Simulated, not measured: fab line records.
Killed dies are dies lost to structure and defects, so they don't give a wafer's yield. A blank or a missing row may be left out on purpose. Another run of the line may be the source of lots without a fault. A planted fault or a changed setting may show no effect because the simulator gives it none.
fab line records    flow n5Finfet
[record] lots = 7  wafers = 21
route steps=1938 shown PMOS_HMC_CHANNEL_EPI@58 FIN_CUT@157 DUMMY_GATE@215 SD_EPI_N@263 SD_EPI_P@295 HKMG_FIN@392
startH: hours from the record's opening day to when the first of the lot's shown wafers began    waitH: hours since the lot's step before    " repeats the value in the row above    L1.1+2: a single row standing in for several wafers    - no value present, or no start provided    * or withheld: withheld    < > ~ a bound
route shown NAME@n: names a module that has steps shown in the file, with the first one's number in the route    usual: average and standard deviation across the fault-free wafers    same: alike in all rows    chamber/n: place in a boat    sites: per-site readings    _std_site: the standard deviation of these    _edge_site: inner sites' mean taken away from outer sites' mean    radiusMm: for every site, how far away it sits from the centre of the wafer    mask NAME#n: copy n    behind: the last tool/chamber to shape the wafer    hold: why the lot was held/for how many hours/how that ended    device: whichever transistor did not switch (one of n, p or np)    end of line: at the end of the route, the tests of the same wafers    a step given without rows: its recipe and nothing more    killed: count of dies lost to structure and defects at first sort (not the wafer's yield)    map: per-die view of a wafer (x killed, . not killed, _ where there is no die)
set.NAME: the run value of the setting; set.NAME@STEP: its run value at that earlier step    model.NAME: the simulator's own value behind a step, which no gauge read
lots whose settings were changed on purpose; a table a step, a row a wafer
[[steps]]
[step N5_PMOS_HMC_CHANNEL_EPI_COAT_31]
[recipe] resist = BARC  tempC = 205  timeS = 60  spinRpm = 1500  resistThkNm = 66
lot.wafer  tool           chamber  startH  waitH  set.spinRpm  model.BARC_of_PMOS_HMC_CHANNEL_EPI_COAT_31.thkNm
L076.3     lithoTrack-03  0        30.45   0.0    1608         63.5
L076.4     "              0        "       "      1500         65.86
L076.6     "              0        "       "      1608         63.53
L080.1     lithoTrack-01  0        53.35   0.1    1500         66.21
L080.3     "              0        "       "      1500         66.01
L080.5     "              0        "       "      1500         66.06
L081.1     lithoTrack-04  0        59.49   0.0    1500         66.13
L081.2     "              0        "       "      1500         66.17
L081.4     "              0        "       "      1500         66.16
L084.2     lithoTrack-01  0        76.99   0.0    1500         66.21
L084.3     "              0        "       "      1500         66.05
L084.4     "              0        "       "      1500         66.12
L085.1     lithoTrack-03  0        83.79   0.0    1500         66.01
L085.2     "              0        "       "      1500         66.05
L085.4     "              0        "       "      1561         64.76
L093.2     lithoTrack-01  0        131.17  0.0    1500         65.95
L093.3     "              0        "       "      1500         65.96
L093.5     "              0        "       "      1500         65.81
L095.1     lithoTrack-03  0        143.66  0.0    1500         65.29
L095.2     "              0        "       "      1500         65.57
L095.5     "              0        "       "      1500         65.6
[step N5_PMOS_HMC_CHANNEL_EPI_PEB_07]
[recipe] pebTempC = 110  pebTimeS = 60  resist = CAR-ArF-block
lot.wafer   tool           chamber  startH  waitH  set.pebTimeS
L076.3+6    lithoTrack-03  0        30.61   0.0    49.75
L076.4      "              0        "       "      60
L080.1+5    lithoTrack-03  0        53.50   0.1    66.19
L080.3      "              0        "       "      60
L081.1+2+4  lithoTrack-04  0        59.77   0.1    60
L084.2+3+4  lithoTrack-04  0        77.27   0.0    60
L085.1+2+4  lithoTrack-04  0        83.95   0.1    60
L093.2      lithoTrack-04  0        131.45  0.0    60
L093.3+5    "              0        "       "      47.83
L095.1+2+5  lithoTrack-01  0        143.82  0.1    72.95
[step N5_PMOS_HMC_CHANNEL_EPI_DEVELOP_08]
[recipe] developTimeS = 30  developer = TMAH  resist = CAR-ArF-block  devTempC = 23  rinseLiquid = diw  dry = airSpin
[step N5_PMOS_HMC_CHANNEL_EPI_CD_MEAS_09]
[recipe] targetCdNm = 237.4  landingEnergyEv = 500  detector = seInlens
[usual] cdNm = 237.5/0.97
lot.wafer  tool      chamber  startH  waitH  set.pebTimeS@PMOS_HMC_CHANNEL_EPI_PEB_07  cdNm
L076.3     cdSem-01  0        30.68   -      49.75                                     228.7
L076.4     "         0        "       "      60                                        236.0
L076.6     "         0        "       "      49.75                                     228.8
L080.1     cdSem-01  0        53.57   -      66.19                                     242.3
L080.3     "         0        "       "      60                                        237.3
L080.5     "         0        "       "      66.19                                     243.1
L081.1     cdSem-03  0        59.84   -      60                                        238.3
L081.2     "         0        "       "      60                                        238.5
L081.4     "         0        "       "      60                                        238.2
L084.2     cdSem-01  0        77.34   -      60                                        237.4
L084.3     "         0        "       "      60                                        238.3
L084.4     "         0        "       "      60                                        238.1
L085.1     cdSem-03  0        84.01   -      60                                        237.5
L085.2     "         0        "       "      60                                        238.9
L085.4     "         0        "       "      60                                        238.1
L093.2     cdSem-01  0        131.52  -      60                                        237.5
L093.3     "         0        "       "      47.83                                     227.5
L093.5     "         0        "       "      47.83                                     227.7
L095.1     cdSem-01  0        143.88  -      72.95                                     246.6
L095.2     "         0        "       "      72.95                                     245.9
L095.5     "         0        "       "      72.95                                     245.4
[step N5_PMOS_HMC_CHANNEL_EPI_DESCUM_14]
[recipe] chemistry = O2  timeS = 7.9  sourcePowerW = 50  biasPowerW = 20  pressureMtorr = 20  rfFrequencyHz = 2.712e+07  tempC = 40  resist = CAR-ArF-block  o2FlowSccm = 225
lot.wafer  tool        chamber  startH  waitH  set.pebTimeS@PMOS_HMC_CHANNEL_EPI_PEB_07  model.PMOS_HMC_CHANNEL_EPI.cdNm
L076.3     rieDiel-04  2        30.76   0.0    49.75                                     228.5
L076.4     "           3        "       "      60                                        236.3
L076.6     "           2        "       "      49.75                                     228.9
L080.1     rieDiel-06  1        53.66   0.0    66.19                                     241.8
L080.3     "           3        "       "      60                                        237.5
L080.5     "           2        "       "      66.19                                     243.2
L081.1     rieDiel-02  0        59.92   0.0    60                                        238.3
L081.2     "           1        "       "      60                                        238.6
L081.4     "           3        "       "      60                                        238.2
L084.2     rieDiel-02  3        77.67   0.3    60                                        237.7
L084.3     "           0        "       "      60                                        238.2
L084.4     "           2        "       "      60                                        238.4
L085.1     rieDiel-04  1        84.14   0.1    60                                        237.5
L085.2     "           0        "       "      60                                        238.3
L085.4     "           0        "       "      60                                        237.8
L093.2     rieDiel-02  2        131.60  0.0    60                                        237.7
L093.3     "           3        "       "      47.83                                     226.9
L093.5     "           1        "       "      47.83                                     227.5
L095.1     rieDiel-04  2        144.28  0.3    72.95                                     246.5
L095.2     "           3        "       "      72.95                                     245.8
L095.5     "           1        "       "      72.95                                     245.3
[step N5_PMOS_HMC_CHANNEL_EPI_ETCH_32]
[recipe] chemistry = N2/H2  target = BARC  stopOn = SiO2  targetDepthA = 858  overEtchFrac = 0.3  timeS = 50.3  ionEnergyEv = 200  maskMaterial = CAR-ArF-block  pressureMtorr = 30  sourceW = 840  biasW = 150  n2FlowSccm = 200  h2FlowSccm = 200
lot.wafer  tool        chamber  startH  waitH  set.spinRpm@PMOS_HMC_CHANNEL_EPI_COAT_31  set.pebTimeS@PMOS_HMC_CHANNEL_EPI_PEB_07  model.etch.depthNm  model.PMOS_HMC_CHANNEL_EPI.cdNm
L076.3     rieDiel-04  2        30.80   0.0    1608                                      49.75                                     63.5                231.5
L076.4     "           3        "       "      1500                                      60                                        65.86               238.5
L076.6     "           2        "       "      1608                                      49.75                                     63.53               232
L080.1     rieDiel-06  1        53.69   0.0    1500                                      66.19                                     66.21               245.4
L080.3     "           3        "       "      1500                                      60                                        66.01               238.6
L080.5     "           2        "       "      1500                                      66.19                                     66.06               246.3
L081.1     rieDiel-02  0        59.96   0.0    1500                                      60                                        66.13               240.4
L081.2     "           1        "       "      1500                                      60                                        66.17               240
L081.4     "           3        "       "      1500                                      60                                        66.16               241.2
L084.2     rieDiel-02  3        77.70   0.0    1500                                      60                                        66.21               241.6
L084.3     "           0        "       "      1500                                      60                                        66.05               241.2
L084.4     "           2        "       "      1500                                      60                                        66.12               241.2
L085.1     rieDiel-04  1        84.17   0.0    1500                                      60                                        66.01               239.4
L085.2     "           0        "       "      1500                                      60                                        66.05               239.6
L085.4     "           0        "       "      1561                                      60                                        64.76               239.2
L093.2     rieDiel-02  2        131.64  0.0    1500                                      60                                        65.95               239.5
L093.3     "           3        "       "      1500                                      47.83                                     65.96               230.1
L093.5     "           1        "       "      1500                                      47.83                                     65.81               229.1
L095.1     rieDiel-04  2        144.31  0.0    1500                                      72.95                                     65.29               249.5
L095.2     "           3        "       "      1500                                      72.95                                     65.57               249.7
L095.5     "           1        "       "      1500                                      72.95                                     65.6                247.8
[step N5_FIN_CUT_COAT_02]
[recipe] resist = CAR-EUV  spinRpm = 1500  resistThkNm = 30
lot.wafer   tool           chamber  startH  waitH  set.spinRpm  model.CAR-EUV_of_FIN_CUT_COAT_02.thkNm
L076.3+6    lithoTrack-05  0        -       -      1500         30
L076.4      "              0        "       "      1500         30.2
L080.1+3    lithoTrack-04  0        -       -      1660         28.6
L080.5      "              0        "       "      1500         30
L081.1+4    lithoTrack-01  0        -       -      1500         30
L081.2      "              0        "       "      1500         29.8
L084.2+3+4  lithoTrack-04  0        -       -      1500         30
L085.1+2    lithoTrack-01  0        -       -      1557         29.4
L085.4      "              0        "       "      1500         30
L093.2+3    lithoTrack-04  0        -       -      1500         30
L093.5      "              0        "       "      1355         31.6
L095.1+2+5  lithoTrack-01  0        -       -      1500         30
[step N5_DUMMY_GATE_CVD_03]
[recipe] material = a-Si  targetThkA = 1500  tempC = 530  precursor = SiH4  timeS = 8042
lot.wafer  tool      chamber  startH  waitH  set.tempC  model.a-Si_of_DUMMY_GATE_CVD_03.thkNm
L076.3     -         -        -       0.1    552.6      279.8
L076.4     "         -        "       "      552.6      279.6
L076.6     "         -        "       "      552.6      279
L080.1     -         -        -       0.1    520.2      113.8
L080.3     "         -        "       "      520.2      113
L080.5     "         -        "       "      520.2      114.4
L081.1     lpcvd-02  1/90     79.24   0.1    530        148.8
L081.2     "         1/95     "       "      530        150.2
L081.4     "         1/104    "       "      530        150.6
L084.2+3   -         -        -       1.7    547.9      244
L084.4     "         -        "       "      547.9      245
L085.1     -         -        -       0.1    508.4      78
L085.2     "         -        "       "      508.4      77.8
L085.4     "         -        "       "      508.4      78.6
L093.2     -         -        -       0.1    553.5      281.6
L093.3     "         -        "       "      553.5      281.2
L093.5     "         -        "       "      553.5      281.8
L095.1     -         -        -       0.1    530        147
L095.2     "         -        "       "      530        148.6
L095.5     "         -        "       "      530        148.2
[step N5_DUMMY_GATE_PRECLEAN_46]
[recipe] chemistry = DIW  timeS = 89.5  tempC = 23
[step N5_DUMMY_GATE_SRD_47]
[recipe] dryTimeS = 32  dry = n2Spin  spinRpm = 1500
[step N5_DUMMY_GATE_CMP_04]
[recipe] material = a-Si  postCmpClean = alkalineBrush
[usual] timeToEndpointS = 15.9/2.6
lot.wafer  tool    chamber  startH  waitH  set.tempC@DUMMY_GATE_CVD_03  timeToEndpointS
L076.3     cmp-01  2        54.13   0.0    552.6                        36.1
L076.4     "       1        "       "      552.6                        42.4
L076.6     "       2        "       "      552.6                        36.1
L080.3     cmp-04  3        77.13   0.1    520.2                        12.2
L080.1     "       0        "       "      520.2                        14.5
L080.5     "       1        "       "      520.2                        12.9
L081.4     cmp-04  2        83.01   0.0    530                          17.7
L081.1     "       3        "       "      530                          20.5
L081.2     "       1        "       "      530                          22.4
L084.4     cmp-02  0        104.27  0.0    547.9                        32.4
L084.2     "       1        "       "      547.9                        30.2
L084.3     "       3        "       "      547.9                        27.5
L085.4     cmp-02  2        109.13  0.1    508.4                        1.1
L085.2     "       3        "       "      508.4                        3.3
L085.1     "       0        "       "      508.4                        2.7
L093.3     cmp-04  3        156.59  0.1    553.5                        40.8
L093.2     "       0        "       "      553.5                        41.3
L093.5     "       2        "       "      553.5                        39.3
L095.2     cmp-04  2        167.81  0.1    530                          13.5
L095.1     "       0        "       "      530                          14.2
L095.5     "       2        "       "      530                          14.9
[step N5_DUMMY_GATE_COAT_09]
[recipe] resist = CAR-EUV  spinRpm = 1500  resistThkNm = 30
lot.wafer   tool           chamber  startH  waitH  set.spinRpm  model.CAR-EUV_of_DUMMY_GATE_COAT_09.thkNm
L076.3+4+6  lithoTrack-03  0        -       -      1500         30
L080.1      lithoTrack-02  0        -       -      1500         30
L080.3      "              0        "       "      1590         29
L080.5      "              0        "       "      1590         29.2
L081.1      lithoTrack-03  0        -       -      1500         29.8
L081.2+4    "              0        "       "      1500         30
L084.2+4    lithoTrack-02  0        -       -      1655         28.6
L084.3      "              0        "       "      1500         30
L085.1+2+4  lithoTrack-02  0        -       -      1500         30
L093.2      lithoTrack-01  0        -       -      1500         30.2
L093.3+5    "              0        "       "      1500         30
L095.1+5    lithoTrack-01  0        -       -      1500         30
L095.2      "              0        "       "      1652         28.4
[step N5_DUMMY_GATE_EBR_11]
[recipe] solvent = PGMEA  ebrWidthMm = 1.5
[step N5_DUMMY_GATE_SOFTBAKE_10]
[recipe] tempC = 110  timeS = 60  resist = CAR-EUV
[step N5_DUMMY_GATE_EXPOSE_12]
[recipe] maskId = GATE  na = 0.33  sourceShape = annular  sigmaInner = 0.2  sigmaOuter = 0.6  polarization = unpolarized  targetCdNm = 25  doseMj = 34
[step N5_DUMMY_GATE_PEB_13]
[recipe] pebTempC = 100  pebTimeS = 60  resist = CAR-EUV
[step N5_DUMMY_GATE_DEVELOP_14]
[recipe] developTimeS = 30  developer = TMAH  resist = CAR-EUV  rinseLiquid = surfactantRinse  dry = airSpin  devTempC = 23
lot.wafer   tool           chamber  startH  waitH  set.spinRpm@DUMMY_GATE_COAT_09  model.CAR-EUV_of_DUMMY_GATE_COAT_09.thkNm
L076.3+4    lithoTrack-02  0        -       -      1500                            29.6
L076.6      "              0        "       "      1500                            29.4
L080.1      lithoTrack-01  0        -       -      1500                            29.6
L080.3+5    "              0        "       "      1590                            28.6
L081.1+2    lithoTrack-02  0        -       -      1500                            29.4
L081.4      "              0        "       "      1500                            29.6
L084.2+4    lithoTrack-01  0        -       -      1655                            28.2
L084.3      "              0        "       "      1500                            29.6
L085.1+2+4  lithoTrack-02  0        -       -      1500                            29.6
L093.2+3+5  lithoTrack-02  0        -       -      1500                            29.6
L095.1      lithoTrack-02  0        -       -      1500                            29.4
L095.2      "              0        "       "      1652                            28
L095.5      "              0        "       "      1500                            29.6
[step N5_SD_EPI_N_COAT_33]
[recipe] resist = SiARC  tempC = 220  timeS = 60  spinRpm = 1500  resistThkNm = 35
lot.wafer   tool           chamber  startH  waitH  set.spinRpm  model.SiARC_of_SD_EPI_N_COAT_33.thkNm
L076.3      lithoTrack-05  0        -       -      1454         35.6
L076.4+6    "              0        "       "      1500         35
L080.1+5    lithoTrack-05  0        -       -      1500         35
L080.3      "              0        "       "      1500         35.2
L081.1+2+4  lithoTrack-05  0        -       -      1500         35.2
L084.2      lithoTrack-04  0        -       -      1453         35.8
L084.3      "              0        "       "      1500         35.2
L084.4      "              0        "       "      1453         35.6
L085.1      lithoTrack-05  0        -       -      1396         36.4
L085.2+4    "              0        "       "      1500         35
L093.2      lithoTrack-05  0        -       -      1337         37.2
L093.3      "              0        "       "      1500         35
L093.5      "              0        "       "      1500         35.2
L095.1      lithoTrack-04  0        -       -      1500         35
L095.2+5    "              0        "       "      1355         36.8
[step N5_SD_EPI_N_COAT_03]
[recipe] resist = CAR-ArF-block  spinRpm = 1500  resistThkNm = 150
[step N5_SD_EPI_N_EBR_05]
[recipe] solvent = PGMEA  ebrWidthMm = 1.5
[step N5_SD_EPI_N_DESCUM_14]
[recipe] chemistry = O2  timeS = 7.9  sourcePowerW = 50  biasPowerW = 20  pressureMtorr = 20  rfFrequencyHz = 2.712e+07  tempC = 40  resist = CAR-ArF-block  o2FlowSccm = 225
[step N5_SD_EPI_N_ETCH_34]
[recipe] chemistry = CF4  target = SiARC  targetDepthA = 455  maskMaterial = CAR-ArF-block  timeS = 75.8  ionEnergyEv = 80  pressureMtorr = 40  sourceW = 545  biasW = 36  Ar_flow_sccm = 100  cf4FlowSccm = 100  ends = cleared
lot.wafer  tool        chamber  startH  waitH  set.spinRpm@SD_EPI_N_COAT_33  model.etch.depthNm  model.CAR-ArF-block_of_SD_EPI_N_COAT_03.thkNm
L076.3     rieDiel-03  0        61.52   0.0    1454                          35.58               111
L076.4     "           0        "       "      1500                          34.96               111.6
L076.6     "           1        "       "      1500                          35.1                111.6
L080.1     rieDiel-05  2        84.77   0.0    1500                          35.05               111
L080.3     "           0        "       "      1500                          35.14               111
L080.5     "           0        "       "      1500                          35.07               111
L081.1     rieDiel-05  1        91.66   0.0    1500                          35.16               110.6
L081.2     "           2        "       "      1500                          35.11               110.6
L081.4     "           0        "       "      1500                          35.14               111
L084.2     rieDiel-03  2        111.69  0.0    1453                          35.7                110.4
L084.3     "           1        "       "      1500                          35.12               110.8
L084.4     "           0        "       "      1453                          35.54               110.6
L085.1     rieDiel-03  0        115.97  0.0    1396                          36.36               110.2
L085.2     "           1        "       "      1500                          35.08               111
L085.4     "           3        "       "      1500                          35.06               110.8
L093.2     rieDiel-05  1        163.39  0.0    1337                          37.19               108
L093.3     "           2        "       "      1500                          35.07               110.4
L093.5     "           2        "       "      1500                          35.12               110.2
L095.1     rieDiel-05  2        174.91  0.0    1500                          34.95               111
L095.2     "           0        "       "      1355                          36.87               109.4
L095.5     "           2        "       "      1355                          36.81               109.8
[step N5_SD_EPI_N_ETCH_35]
[recipe] chemistry = N2/H2  target = SOC  overetchA = 1080  maskMaterial = SiARC  tempC = 40  ionEnergyEv = 100  sourceW = 3000  biasW = 133  pressureMtorr = 20  timeS = 486  n2FlowSccm = 200  h2FlowSccm = 200
lot.wafer  tool        chamber  startH  waitH  set.spinRpm@SD_EPI_N_COAT_33  model.SiARC_of_SD_EPI_N_COAT_33.thkNm
L076.3     rieDiel-03  0        61.58   0.0    1454                          20.6
L076.4     "           0        "       "      1500                          20
L076.6     "           1        "       "      1500                          19.6
L080.1+5   rieDiel-05  2,0      84.83   0.0    1500                          20.2
L080.3     "           0        "       "      1500                          20
L081.1     rieDiel-05  1        91.71   0.0    1500                          19.8
L081.2     "           2        "       "      1500                          20.2
L081.4     "           0        "       "      1500                          20
L084.2     rieDiel-03  2        111.75  0.0    1453                          20
L084.3     "           1        "       "      1500                          19.2
L084.4     "           0        "       "      1453                          20.8
L085.1     rieDiel-03  0        116.02  0.0    1396                          21.6
L085.2     "           1        "       "      1500                          19.2
L085.4     "           3        "       "      1500                          19.8
L093.2     rieDiel-05  1        163.45  0.0    1337                          22
L093.3+5   "           2        "       "      1500                          20.4
L095.1     rieDiel-05  2        174.97  0.0    1500                          20.2
L095.2     "           0        "       "      1355                          22
L095.5     "           2        "       "      1355                          22.2
[step N5_SD_EPI_N_STRIP_36]
[recipe] chemistry = N2/H2  tempC = 40  n2FlowSccm = 200  h2FlowSccm = 200  rfFrequencyHz = 6e+07
[step N5_SD_EPI_N_ETCHBACK_44]
[recipe] chemistry = CH3F/O2  mode = anisotropicEtchback  target = SiNx  targetDepthA = 145  stopOn = SiO2  overEtchFrac = 0.3  ionEnergyEv = 120  pressureMtorr = 30  sourceW = 395  biasW = 73  Ar_flow_sccm = 150  CH3F_flow_sccm = 30  O2_flow_sccm = 20
[step N5_SD_EPI_N_ETCH_45]
[recipe] chemistry = CH3F/O2  target = SiOCN  targetDepthA = 60  maskMaterial = SOC  ionEnergyEv = 60  biasW = 29  pressureMtorr = 15  sourceW = 410  Ar_flow_sccm = 150  CH3F_flow_sccm = 30  O2_flow_sccm = 20
[step N5_SD_EPI_N_ETCH_16]
[recipe] chemistry = CHF3/O2  target = SiO2  targetDepthA = 50  maskMaterial = SOC  pressureMtorr = 30  sourceW = 650  biasW = 170  Ar_flow_sccm = 200  CHF3_flow_sccm = 50  O2_flow_sccm = 5  ionEnergyEv = 200
lot.wafer  tool        chamber  startH  waitH  set.spinRpm@SD_EPI_N_COAT_33  model.SiARC_of_SD_EPI_N_COAT_33.thkNm
L076.3     rieDiel-03  0        62.10   0.1    1454                          13.2
L076.4     "           0        "       "      1500                          12.6
L076.6     "           1        "       "      1500                          12
L080.1+5   rieDiel-05  2,0      85.35   0.1    1500                          13
L080.3     "           0        "       "      1500                          12.8
L081.1     rieDiel-05  1        92.24   0.1    1500                          12.4
L081.2     "           2        "       "      1500                          13.2
L081.4     "           0        "       "      1500                          12.8
L084.2     rieDiel-03  2        112.28  0.1    1453                          12.4
L084.3     "           1        "       "      1500                          11.6
L084.4     "           0        "       "      1453                          13.6
L085.1     rieDiel-03  0        116.55  0.1    1396                          14.4
L085.2     "           1        "       "      1500                          11.6
L085.4     "           3        "       "      1500                          12.4
L093.2     rieDiel-05  1        163.97  0.1    1337                          14.8
L093.3     "           2        "       "      1500                          13.2
L093.5     "           2        "       "      1500                          13.4
L095.1     rieDiel-05  2        175.49  0.1    1500                          13
L095.2     "           0        "       "      1355                          14.8
L095.5     "           2        "       "      1355                          15
[step N5_SD_EPI_P_COAT_34]
[recipe] resist = SOC  tempC = 250  timeS = 60  spinRpm = 1500  resistThkNm = 350
lot.wafer  tool           chamber  startH  waitH  set.spinRpm  model.SOC_of_SD_EPI_P_COAT_34.thkNm
L076.3     lithoTrack-01  0        66.24   0.0    1500         352.6
L076.4     "              0        "       "      1500         350.4
L076.6     "              0        "       "      1500         352.4
L080.1     lithoTrack-01  0        88.71   0.0    1500         350.4
L080.3     "              0        "       "      1500         350.2
L080.5     "              0        "       "      1500         350
L081.1     lithoTrack-03  0        96.99   0.0    1500         348.2
L081.2     "              0        "       "      1500         347.8
L081.4     "              0        "       "      1500         348
L084.2     lithoTrack-04  0        116.56  0.0    1500         352.4
L084.3     "              0        "       "      1612         340
L084.4     "              0        "       "      1612         339.6
L085.1     lithoTrack-01  0        120.73  0.0    1563         342.8
L085.2     "              0        "       "      1563         342.6
L085.4     "              0        "       "      1500         349
L093.2+5   lithoTrack-01  0        168.08  0.0    1500         350.4
L093.3     "              0        "       "      1551         345
L095.1     lithoTrack-03  0        180.53  0.0    1500         351.8
L095.2     "              0        "       "      1500         350.4
L095.5     "              0        "       "      1428         359.6
[step N5_SD_EPI_P_ETCH_36]
[recipe] chemistry = CF4  target = SiARC  targetDepthA = 455  maskMaterial = CAR-ArF-block  timeS = 75.8  ionEnergyEv = 80  pressureMtorr = 40  sourceW = 545  biasW = 36  Ar_flow_sccm = 100  cf4FlowSccm = 100  ends = cleared
[usual] rfVppV = 184.3/1.2
lot.wafer  tool        chamber  startH  waitH  set.biasW  rfVppV
L076.3     rieDiel-06  1        66.73   0.0    36         184.4
L076.4     "           2        "       "      36         184.4
L076.6     "           3        "       "      36         184.1
L080.1     rieDiel-06  3        89.20   0.0    36         184.7
L080.3     "           0        "       "      36         182.3
L080.5     "           1        "       "      36         183.9
L081.1     rieDiel-02  1        97.49   0.0    36         185.1
L081.2     "           2        "       "      36         184.4
L081.4     "           0        "       "      36         185.8
L084.2     rieDiel-06  0        116.92  0.0    36         183.1
L084.3     "           3        "       "      36         185.5
L084.4     "           2        "       "      36         185.9
L085.1     rieDiel-02  2        121.33  0.0    36         183.3
L085.2     "           1        "       "      38.06      192.3
L085.4     "           0        "       "      36         185.5
L093.2     rieDiel-06  2        168.44  0.0    36         184.8
L093.3     "           1        "       "      40.21      196.7
L093.5     "           3        "       "      36         185.1
L095.1     rieDiel-04  3        180.89  0.0    36         183.3
L095.2     "           0        "       "      36         183.2
L095.5     "           3        "       "      36         184.7
[step N5_HKMG_FIN_COAT_43]
[recipe] resist = CAR-ArF  spinRpm = 1500  resistThkNm = 90
lot.wafer  tool           chamber  startH  waitH  set.spinRpm  model.CAR-ArF_of_HKMG_FIN_COAT_43.thkNm
L076.3     lithoTrack-01  0        -       -      1500         89.6
L076.4     "              0        "       "      1500         89.8
L076.6     "              0        "       "      1362         94.4
L080.1     lithoTrack-01  0        -       -      1381         93.6
L080.3     "              0        "       "      1500         89.8
L080.5     "              0        "       "      1381         93.4
L081.1     lithoTrack-04  0        -       -      1500         90.6
L081.2+4   "              0        "       "      1500         90.4
L084.2     lithoTrack-05  0        -       -      1400         93.2
L084.3+4   "              0        "       "      1500         90.2
L085.1     lithoTrack-05  0        -       -      1456         91.6
L085.2     "              0        "       "      1500         90.2
L085.4     "              0        "       "      1500         90
L093.2+5   lithoTrack-01  0        -       -      1390         93.2
L093.3     "              0        "       "      1390         93.6
L095.1+5   lithoTrack-01  0        -       -      1500         90.2
L095.2     "              0        "       "      1500         90
[[key]]
[split] step = N5_PMOS_HMC_CHANNEL_EPI_COAT_31  setting = spinRpm  stated = 1500  by = wafer
[response] step = N5_PMOS_HMC_CHANNEL_EPI_COAT_31  reading = model.BARC_of_PMOS_HMC_CHANNEL_EPI_COAT_31.thkNm  change = -0.322  per = 1%  r = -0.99
[response] step = N5_PMOS_HMC_CHANNEL_EPI_ETCH_32  reading = model.etch.depthNm  change = -0.322  per = 1%  r = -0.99
[split] step = N5_PMOS_HMC_CHANNEL_EPI_PEB_07  setting = pebTimeS  stated = 60  by = wafer
[response] step = N5_PMOS_HMC_CHANNEL_EPI_CD_MEAS_09  reading = cdNm  change = +0.471  per = 1%  r = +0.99
[response] step = N5_PMOS_HMC_CHANNEL_EPI_DESCUM_14  reading = model.PMOS_HMC_CHANNEL_EPI.cdNm  change = +0.489  per = 1%  r = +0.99
[response] step = N5_PMOS_HMC_CHANNEL_EPI_ETCH_32  reading = model.PMOS_HMC_CHANNEL_EPI.cdNm  change = +0.484  per = 1%  r = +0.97
[split] step = N5_FIN_CUT_COAT_02  setting = spinRpm  stated = 1500  by = wafer
[response] step = N5_FIN_CUT_COAT_02  reading = model.CAR-EUV_of_FIN_CUT_COAT_02.thkNm  change = -0.147  per = 1%  r = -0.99
[split] step = N5_DUMMY_GATE_CVD_03  setting = tempC  stated = 530  by = lot
[response] step = N5_DUMMY_GATE_CVD_03  reading = model.a-Si_of_DUMMY_GATE_CVD_03.thkNm  change = +25  per = 1%  r = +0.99
[response] step = N5_DUMMY_GATE_CMP_04  reading = timeToEndpointS  change = *  per = 1%  r = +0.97
[split] step = N5_DUMMY_GATE_COAT_09  setting = spinRpm  stated = 1500  by = wafer
[response] step = N5_DUMMY_GATE_COAT_09  reading = model.CAR-EUV_of_DUMMY_GATE_COAT_09.thkNm  change = -0.147  per = 1%  r = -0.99
[response] step = N5_DUMMY_GATE_DEVELOP_14  reading = model.CAR-EUV_of_DUMMY_GATE_COAT_09.thkNm  change = -0.145  per = 1%  r = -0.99
[split] step = N5_SD_EPI_N_COAT_33  setting = spinRpm  stated = 1500  by = wafer
[response] step = N5_SD_EPI_N_COAT_33  reading = model.SiARC_of_SD_EPI_N_COAT_33.thkNm  change = -0.191  per = 1%  r = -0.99
[response] step = N5_SD_EPI_N_ETCH_34  reading = model.etch.depthNm  change = -0.191  per = 1%  r = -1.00
[response] step = N5_SD_EPI_N_ETCH_34  reading = model.CAR-ArF-block_of_SD_EPI_N_COAT_03.thkNm  change = +0.166  per = 1%  r = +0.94
[response] step = N5_SD_EPI_N_ETCH_35  reading = model.SiARC_of_SD_EPI_N_COAT_33.thkNm  change = -0.203  per = 1%  r = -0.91
[response] step = N5_SD_EPI_N_ETCH_16  reading = model.SiARC_of_SD_EPI_N_COAT_33.thkNm  change = -0.21  per = 1%  r = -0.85
[split] step = N5_SD_EPI_P_COAT_34  setting = spinRpm  stated = 1500  by = wafer
[response] step = N5_SD_EPI_P_COAT_34  reading = model.SOC_of_SD_EPI_P_COAT_34.thkNm  change = -1.66  per = 1%  r = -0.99
[split] step = N5_SD_EPI_P_ETCH_36  setting = biasW  stated = 36  by = wafer
[response] step = N5_SD_EPI_P_ETCH_36  reading = rfVppV  change = +1.07  per = 1%  r = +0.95
[split] step = N5_HKMG_FIN_COAT_43  setting = spinRpm  stated = 1500  by = wafer
[response] step = N5_HKMG_FIN_COAT_43  reading = model.CAR-ArF_of_HKMG_FIN_COAT_43.thkNm  change = -0.483  per = 1%  r = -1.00
